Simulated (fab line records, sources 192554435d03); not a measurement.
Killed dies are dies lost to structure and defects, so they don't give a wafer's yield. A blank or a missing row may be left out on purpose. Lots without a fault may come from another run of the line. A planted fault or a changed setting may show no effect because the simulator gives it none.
Chamber matching | flow n5_finfet | N5_BEOL_M10_STRIP_67 on rie_diel-01: 4 sister chambers
The step strips in CF4. 4 wafers are shown with their chamber, then 9 later ones without.

WAFERS WITH THEIR CHAMBER
wafer  | chamber | drypump_motor_current_A (A)
L086.1 | 1       | 5.7
L086.4 | 3       | 6.5
L093.3 | 2       | 5.2
L093.6 | 0       | 6.3

WAFERS WITHOUT THEIR CHAMBER
wafer  | drypump_motor_current_A (A)
L092.3 | 5.2
L092.4 | 6.6
L092.6 | 5.7
L095.2 | 5.8
L095.4 | 6.6
L095.6 | 6.3
L096.1 | 6.5
L096.5 | 5.8
L096.6 | 5.2

WHICH CHAMBER EACH WENT THROUGH
wafer  | from the rows above | in truth
L092.3 | 2                   | 2
L092.4 | 3                   | 3
L092.6 | 1                   | 1
L095.2 | 1                   | 1
L095.4 | 3                   | 3
L095.6 | 0                   | 0
L096.1 | 3                   | 3
L096.5 | 1                   | 1
L096.6 | 2                   | 2
Placed correctly: 9 of 9. Can't be placed from these rows: 0. Placed wrongly: 0.
How it was worked out, from the rows above alone: a wafer's distance from a chamber is the root of the sum, over the readings, of the square of ((its reading less the chamber's mean) divided by the reading's scatter). The wafer belongs to the nearest chamber; if the next one is less than 2 further off, it can't be placed. A chamber's mean is the mean of its shown wafers. The scatter: with one shown wafer a chamber, the root of the mean of the squares of how far each hidden wafer lies from its nearest shown one.
